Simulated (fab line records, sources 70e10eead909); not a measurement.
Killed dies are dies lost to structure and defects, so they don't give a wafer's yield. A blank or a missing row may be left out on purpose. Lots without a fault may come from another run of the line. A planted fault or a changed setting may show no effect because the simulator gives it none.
Which tool did it? | flow nand_harc | 24 lots, 72 wafers sampled, at 4 steps of a route of 1302

WHAT THE GAUGES READ, wafer by wafer
NHARC_P_CONTACT_INSPECT_14. Usual: raw_defect_count 4.0, standard deviation 2.7.
lot  | measured     | on                | raw_defect_count | flag
L074 | day 5 21:22  | defect_inspect-01 | 3 6 4            |
L075 | day 6 04:33  | defect_inspect-01 | 1 1 3            |
L076 | day 6 17:36  | defect_inspect-01 | 2 1 5            |
L077 | day 6 22:23  | defect_inspect-02 | 3 4 4            |
L078 | day 7 09:38  | defect_inspect-02 | 8 3 2            |
L079 | day 7 20:24  | defect_inspect-02 | 4 2 1            |
L080 | day 8 12:42  | defect_inspect-02 | 7 2 2            |
L081 | day 8 19:57  | defect_inspect-01 | 1 3 3            |
L082 | day 9 04:07  | defect_inspect-02 | 8 11 7           |
L083 | day 9 19:10  | defect_inspect-01 | 2 3 4            |
L084 | day 10 02:41 | defect_inspect-01 | 5 6 2            |
L085 | day 10 12:31 | defect_inspect-01 | 2 4 4            |
L086 | day 10 15:59 | defect_inspect-02 | 4 4 3            |
L087 | day 11 04:24 | defect_inspect-02 | 7 3 6            |
L088 | day 12 05:51 | defect_inspect-02 | 4 2 5            |
L089 | day 12 06:28 | defect_inspect-01 | 4 5 3            |
L090 | day 12 16:06 | defect_inspect-02 | 4 4 4            |
L091 | day 12 19:04 | defect_inspect-02 | 4 7 5            |
L092 | day 13 09:50 | defect_inspect-01 | 1 1 5            |
L093 | day 14 01:43 | defect_inspect-02 | 0 2 3            |
L094 | day 14 02:22 | defect_inspect-01 | 4 3 1            |
L095 | day 14 19:00 | defect_inspect-02 | 4 2 5            |
L096 | day 14 22:59 | defect_inspect-02 | 10 3 8           |
L097 | day 15 06:24 | defect_inspect-02 | 4 3 4            |

NHARC_P_M0_OVL_MEAS_10: pitch 180 nm. Usual: overlay_x_nm 0.2 nm, standard deviation 0.71; overlay_y_nm 0.0 nm, standard deviation 0.88.
lot  | measured     | on         | overlay_x_nm (nm) | overlay_y_nm (nm) | flag
L074 | day 6 01:21  | overlay-01 | 0.1 0.1 0.0       | -1.2 -0.7 -1.4    |
L075 | day 6 08:43  | overlay-01 | 0.8 0.6 0.6       | 0.4 0.8 0.6       |
L076 | day 6 21:47  | overlay-01 | -0.2 -0.1 -0.4    | 1.7 1.8 2.0       |
L077 | day 7 02:34  | overlay-01 | 0.6 1.2 1.2       | 1.2 1.8 1.4       |
L078 | day 7 13:54  | overlay-02 | 1.2 1.2 0.8       | 0.3 0.7 0.5       |
L079 | day 8 00:25  | overlay-02 | -0.1 0.0 -0.1     | 0.7 0.3 0.4       |
L080 | day 8 16:55  | overlay-01 | -0.5 -0.4 -0.5    | -0.2 -0.1 -0.1    |
L081 | day 9 00:45  | overlay-02 | 0.8 1.1 0.8       | 0.9 0.8 0.3       |
L082 | day 9 08:07  | overlay-02 | 0.3 -0.2 0.5      | 0.8 0.8 0.9       |
L083 | day 9 23:17  | overlay-01 | -0.3 -0.5 -0.3    | -0.2 -0.5 -0.3    |
L084 | day 10 06:50 | overlay-01 | 1.4 1.1 1.0       | -1.1 -1.6 -1.1    |
L085 | day 10 16:38 | overlay-02 | -1.1 -1.0 -0.6    | 0.9 0.6 0.5       |
L086 | day 10 20:01 | overlay-02 | -0.6 -0.5 -0.7    | -0.1 1.3 0.7      |
L087 | day 11 08:32 | overlay-02 | 0.8 0.8 1.2       | -1.4 -0.9 -1.0    |
L088 | day 12 10:16 | overlay-01 | 0.1 -0.4 -0.1     | -0.7 -0.2 -1.3    |
L089 | day 12 10:49 | overlay-02 | -0.8 -0.6 -1.0    | 0.4 0.9 -0.2      |
L090 | day 12 20:06 | overlay-02 | 0.3 0.0 0.2       | -1.7 -1.3 -1.0    |
L091 | day 12 23:06 | overlay-02 | -0.9 -1.0 -0.9    | -0.3 -0.7 -0.7    |
L092 | day 13 13:52 | overlay-02 | 0.0 -0.5 0.5      | 0.3 0.9 0.6       |
L093 | day 14 05:51 | overlay-02 | 0.4 0.3 0.4       | -0.8 -1.0 -1.2    |
L094 | day 14 06:29 | overlay-01 | -0.4 0.1 0.0      | 0.3 0.7 0.8       |
L095 | day 14 23:08 | overlay-02 | 0.2 -0.2 0.4      | 0.2 -0.1 0.7      |
L096 | day 15 03:01 | overlay-01 | 1.4 1.8 1.4       | -1.0 -0.7 -0.4    |
L097 | day 15 10:32 | overlay-01 | 0.8 1.0 1.1       | -0.1 -0.7 -0.6    |

WHICH TOOL RAN EACH LOT (tool, then ch and the chambers of the sampled wafers, then the start)
lot  | NHARC_P_CONTACT_ETCH_35            | NHARC_P_CONTACT_DEGAS_38
L074 | rie_diel-03 ch 0,1,3, day 5 21:32  | pvd_sputter-03, day 5 23:01
L075 | rie_diel-03 ch 1,2,3, day 6 04:43  | pvd_sputter-01, day 6 06:14
L076 | rie_diel-07 ch 0,1,3, day 6 17:45  | pvd_sputter-02, day 6 19:15
L077 | rie_diel-12 ch 0,1,2, day 6 22:32  | pvd_sputter-01, day 7 00:11
L078 | rie_diel-12 ch 0,1, day 7 09:47    | pvd_sputter-02, day 7 11:25
L079 | rie_diel-12 ch 2,3, day 7 20:33    | pvd_sputter-02, day 7 22:04
L080 | rie_diel-03 ch 0,1,3, day 8 12:51  | pvd_sputter-03, day 8 14:22
L081 | rie_diel-12 ch 1,2,3, day 8 20:06  | pvd_sputter-01, day 8 21:35
L082 | rie_diel-07 ch 2,3, day 9 04:15    | pvd_sputter-01, day 9 05:46
L083 | rie_diel-12 ch 0,3, day 9 19:19    | pvd_sputter-03, day 9 20:48
L084 | rie_diel-12 ch 1,2, day 10 02:49   | pvd_sputter-03, day 10 04:19
L085 | rie_diel-07 ch 0,1,3, day 10 12:40 | pvd_sputter-03, day 10 14:10
L086 | rie_diel-07 ch 2,3, day 10 16:08   | pvd_sputter-02, day 10 17:40
L087 | rie_diel-12 ch 0,1,2, day 11 04:34 | pvd_sputter-02, day 11 06:03
L088 | rie_diel-07 ch 0,1,3, day 12 06:00 | pvd_sputter-03, day 12 07:29
L089 | rie_diel-03 ch 0,3, day 12 06:36   | pvd_sputter-01, day 12 08:07
L090 | rie_diel-03 ch 0,1, day 12 16:14   | pvd_sputter-02, day 12 17:44
L091 | rie_diel-07 ch 0,1,2, day 12 19:13 | pvd_sputter-03, day 12 20:44
L092 | rie_diel-03 ch 1,2,3, day 13 09:59 | pvd_sputter-01, day 13 11:29
L093 | rie_diel-07 ch 0,3, day 14 01:52   | pvd_sputter-01, day 14 03:22
L094 | rie_diel-12 ch 0,1,3, day 14 02:31 | pvd_sputter-02, day 14 04:01
L095 | rie_diel-07 ch 0,1,2, day 14 19:10 | pvd_sputter-02, day 14 20:40
L096 | rie_diel-12 ch 2,3, day 14 23:07   | pvd_sputter-02, day 15 00:38
L097 | rie_diel-12 ch 0,1, day 15 06:33   | pvd_sputter-02, day 15 08:05
- NHARC_P_CONTACT_ETCH_35: etches the open film in CF4, target depth 39 nm, time 65 s.
- NHARC_P_CONTACT_DEGAS_38: time 60 s.

WHAT THE TOOLS THEMSELVES READ (means of the sampled wafers that have a number; where no wafer has one, the mark that the record gives instead)
NHARC_P_CONTACT_ETCH_35. Usual: drypump_motor_current_A 5.9 A, standard deviation 0.35; mfc_ar_sccm 0.007 sccm, standard deviation 0.0094; oes_product_au 0.997 a.u., standard deviation 0.01; rf_vpp_V 151.6 V, standard deviation 1.2; showerhead_plenum_p_Torr 1.79 Torr, standard deviation 0.068; throttle_valve_pct 13.284 %, standard deviation 0.01.
lot  | tool        | drypump_motor_current_A (A) | mfc_ar_sccm (sccm) | oes_product_au (a.u.) | rf_vpp_V (V) | showerhead_plenum_p_Torr (Torr) | throttle_valve_pct (%) | flag
L074 | rie_diel-03 | 5.6                         | 0.001              | 0.990                 | 151.2        | 1.73                            | 13.292                 |
L075 | rie_diel-03 | 5.9                         | 0.001              | 0.993                 | 150.8        | 1.74                            | 13.280                 |
L076 | rie_diel-07 | 6.0                         | 0.007              | 0.989                 | 151.3        | 1.75                            | 13.284                 |
L077 | rie_diel-12 | 6.1                         | 0.011              | 0.994                 | 151.8        | 1.85                            | 13.287                 |
L078 | rie_diel-12 | 6.2                         | 0.003              | 1.002                 | 152.2        | 1.87                            | 13.287                 |
L079 | rie_diel-12 | 5.4                         | 0.009              | 1.006                 | 151.0        | 1.77                            | 13.282                 |
L080 | rie_diel-03 | 5.6                         | 0.001              | 0.993                 | 150.0        | 1.73                            | 13.279                 |
L081 | rie_diel-12 | 5.8                         | 0.011              | 0.994                 | 151.9        | 1.82                            | 13.281                 |
L082 | rie_diel-07 | 6.0                         | 0.017              | 1.000                 | 152.3        | 1.82                            | 13.287                 |
L083 | rie_diel-12 | 5.6                         | 0.001              | 1.006                 | 150.4        | 1.79                            | 13.283                 |
L084 | rie_diel-12 | 6.1                         | 0.012              | 0.994                 | 152.6        | 1.86                            | 13.289                 |
L085 | rie_diel-07 | 6.0                         | 0.007              | 0.997                 | 150.6        | 1.75                            | 13.279                 |
L086 | rie_diel-07 | 6.0                         | 0.017              | 1.008                 | 152.2        | 1.82                            | 13.278                 |
L087 | rie_diel-12 | 6.1                         | 0.011              | 0.998                 | 153.1        | 1.85                            | 13.280                 |
L088 | rie_diel-07 | 6.0                         | 0.007              | 0.993                 | 149.6        | 1.75                            | 13.284                 |
L089 | rie_diel-03 | 5.4                         | 0.000              | 0.992                 | 149.3        | 1.70                            | 13.285                 |
L090 | rie_diel-03 | 5.5                         | 0.001              | 0.990                 | 150.8        | 1.75                            | 13.280                 |
L091 | rie_diel-07 | 6.0                         | 0.003              | 0.995                 | 151.9        | 1.79                            | 13.281                 |
L092 | rie_diel-03 | 5.9                         | 0.001              | 0.999                 | 151.1        | 1.74                            | 13.286                 |
L093 | rie_diel-07 | 5.8                         | 0.013              | 0.994                 | 151.5        | 1.76                            | 13.283                 |
L094 | rie_diel-12 | 6.0                         | 0.002              | 1.013                 | 152.5        | 1.83                            | 13.289                 |
L095 | rie_diel-07 | 6.0                         | 0.003              | 0.990                 | 151.8        | 1.79                            | 13.283                 |
L096 | rie_diel-12 | 5.6                         | 0.018              | 0.993                 | 151.3        | 1.79                            | 13.280                 |
L097 | rie_diel-12 | 6.2                         | 0.003              | 1.006                 | 152.8        | 1.87                            | 13.278                 |

NHARC_P_CONTACT_DEGAS_38. Usual: heater_power_w 485 W, standard deviation 56.
lot  | tool           | heater_power_w (W) | flag
L074 | pvd_sputter-03 | 488                |
L075 | pvd_sputter-01 | 452                |
L076 | pvd_sputter-02 | 448                |
L077 | pvd_sputter-01 | 512                |
L078 | pvd_sputter-02 | 491                |
L079 | pvd_sputter-02 | 553                |
L080 | pvd_sputter-03 | 484                |
L081 | pvd_sputter-01 | 484                |
L082 | pvd_sputter-01 | 462                |
L083 | pvd_sputter-03 | 485                |
L084 | pvd_sputter-03 | 475                |
L085 | pvd_sputter-03 | 473                |
L086 | pvd_sputter-02 | 449                |
L087 | pvd_sputter-02 | 555                |
L088 | pvd_sputter-03 | 484                |
L089 | pvd_sputter-01 | 459                |
L090 | pvd_sputter-02 | 442                |
L091 | pvd_sputter-03 | 481                |
L092 | pvd_sputter-01 | 478                |
L093 | pvd_sputter-01 | 463                |
L094 | pvd_sputter-02 | 494                |
L095 | pvd_sputter-02 | 497                |
L096 | pvd_sputter-02 | 561                |
L097 | pvd_sputter-02 | 467                |

THE ANSWER, worked out from the rows above alone
Rule: a lot is off if the mean of its wafers that have a number lies more than 3 standard deviations from the usual mean. A lot without any number at a reading at which 4 lots or more have one is off too. The other lots that the step has rows for count as sound. The gauges are gone through in route order, then the tools' own readings, and for those a lot's mean is taken as printed above. The first step at which some lot is off is used, and at that step the reading that is off furthest; a lot without a number counts as furthest.
No lot is off at any reading shown: from this, nothing can be told.

WHAT THE SIMULATOR HAD PUT IN
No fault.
